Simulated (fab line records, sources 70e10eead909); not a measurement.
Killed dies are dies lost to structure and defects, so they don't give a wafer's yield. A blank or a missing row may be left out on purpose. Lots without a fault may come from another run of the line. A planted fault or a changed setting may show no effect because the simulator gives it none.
A struck lot beside a sound one | flow nand_harc | 15 steps out of a route of 1302
Sound: wafers L578.2, L578.5, L578.6. Struck: wafers L565.3, L565.4, L565.6. The cause comes at the end.
At each step with rows: each side's tool, then ch and its chambers, then its first start. Under that, the readings that differ: sound wafers | struck wafers | difference of the means | sigmas: that difference in standard deviations of wafers without a fault.
alike: readings whose means differ by less than 2 such deviations, and words and numbers that are the same on both sides. not compared: withheld readings, readings that some wafer has no value for, bounds like >300 that may hide the same value, and numbers for which the record gives no deviation and whose values overlap.
The two part at a step that has a row with sigmas, a row that says differs or no value, or rows on one side only. Numbers that don't overlap but have no deviation are shown without sigmas and don't part them. A reading that every wafer of one side lacks parts them only if that side has two wafers or more.

first, 4 steps without rows for these wafers: NHARC_P_M2_EBR_05; NHARC_P_M2_EXPOSE_06 (exposes mask P M2, target cd 170 nm); NHARC_P_M2_PEB_07 (peb time 65 s); NHARC_P_M2_DEVELOP_08 (develop time 35 s).
NHARC_P_M2_CD_MEAS_09: target cd 170 nm.
  sound on cd_sem-03 ch 0, day 15 08:59; struck on cd_sem-01 ch 0, day 10 02:31
  alike: cd_nm
NHARC_P_M2_OVL_MEAS_10: pitch 340 nm.
  sound on overlay-02, day 15 09:04; struck on overlay-01, day 10 02:36
  reading           | sound          | struck      | difference | sigmas
  overlay_x_nm (nm) | -1.7 -1.9 -2.2 | 0.1 0.2 0.1 | +2.1       | +3
  alike: overlay_y_nm
NHARC_P_M2_INSPECT_11:
  sound on defect_inspect-02, day 15 09:06; struck on defect_inspect-02, day 10 02:38
  alike: raw_defect_count
NHARC_P_M2_DESCUM_14: chemistry O2, time 3 s.
  sound on rie_diel-02 ch 0,2,3, day 15 09:11; struck on rie_diel-01 ch 1,2,3, day 10 02:43
  alike: drypump_motor_current_A, oes_product_au, rf_vpp_V, showerhead_plenum_p_Torr, throttle_valve_pct
  not compared: rf_hours_counter_h
NHARC_P_M2_ETCH_35: etches the open film in N2/H2, target depth 40 nm, overetch 12 nm, time 43.94 s.
  sound on rie_diel-02 ch 1,2, day 15 09:14; struck on rie_diel-01 ch 1,2, day 10 02:47
  alike: drypump_motor_current_A, oes_product_au, rf_vpp_V, showerhead_plenum_p_Torr, throttle_valve_pct
  not compared: rf_hours_counter_h
NHARC_P_M2_ETCH_15: etches the open film in C4F8/Ar, target depth 182.5 nm, time 91.2 s.
  sound on rie_diel-02 ch 0,3; struck on rie_diel-01 ch 0,2,3
  reading               | sound             | struck            | difference | sigmas
  oes_product_au (a.u.) | 0.928 0.917 0.934 | 0.970 0.966 0.982 | +0.046     | +2
  alike: rf_vpp_V
  not compared: rf_hours_counter_h
NHARC_P_M2_CD_MEAS_16:
  sound on cd_sem-03, day 15 09:29; struck on cd_sem-02, day 10 03:01
  alike: cd_nm
NHARC_P_M2_STRIP_18: strips in N2/H2.
  sound on rie_diel-09 ch 0,3, day 15 09:34; struck on rie_diel-01 ch 1,2, day 10 03:05
  alike: drypump_motor_current_A, oes_product_au, rf_vpp_V, showerhead_plenum_p_Torr, throttle_valve_pct
  not compared: rf_hours_counter_h
NHARC_P_M2_ETCH_28: etches the open film in CF4/N2, target depth 30 nm, time 72.99 s.
  sound on rie_diel-09 ch 2,3, day 15 09:48; struck on rie_diel-01 ch 0,3, day 10 03:19
  reading               | sound             | struck            | difference | sigmas
  oes_product_au (a.u.) | 1.006 1.020 0.994 | 0.861 0.853 0.853 | -0.151     | -18
  alike: drypump_motor_current_A, rf_vpp_V, showerhead_plenum_p_Torr, throttle_valve_pct
  not compared: rf_hours_counter_h
then, 1 step without rows for these wafers: NHARC_P_M2_STRIP_19 (strips in post etch residue remover, time 600 s).
-- the record jumps here: 19 days lie between the struck wafers' starts before and after (it left off in module P_M2 and takes up again in module END, whose first step shown is number 1302 of the route) --
NHARC_END_SORT_01:
  sound on prober-01 ch 0, day 33 15:31; struck on prober-01 ch 0, day 28 15:54
  alike: defect_limited_yield, killed_at_array, killed_at_other, killed_at_periphery, killed_dies, killed_open, killed_short

WHERE THEY PART
First at NHARC_P_M2_OVL_MEAS_10; last, within this record, at NHARC_P_M2_ETCH_28. Later steps at which nothing parts them and some readings are alike: NHARC_END_SORT_01.

WHY: what the simulator had put in
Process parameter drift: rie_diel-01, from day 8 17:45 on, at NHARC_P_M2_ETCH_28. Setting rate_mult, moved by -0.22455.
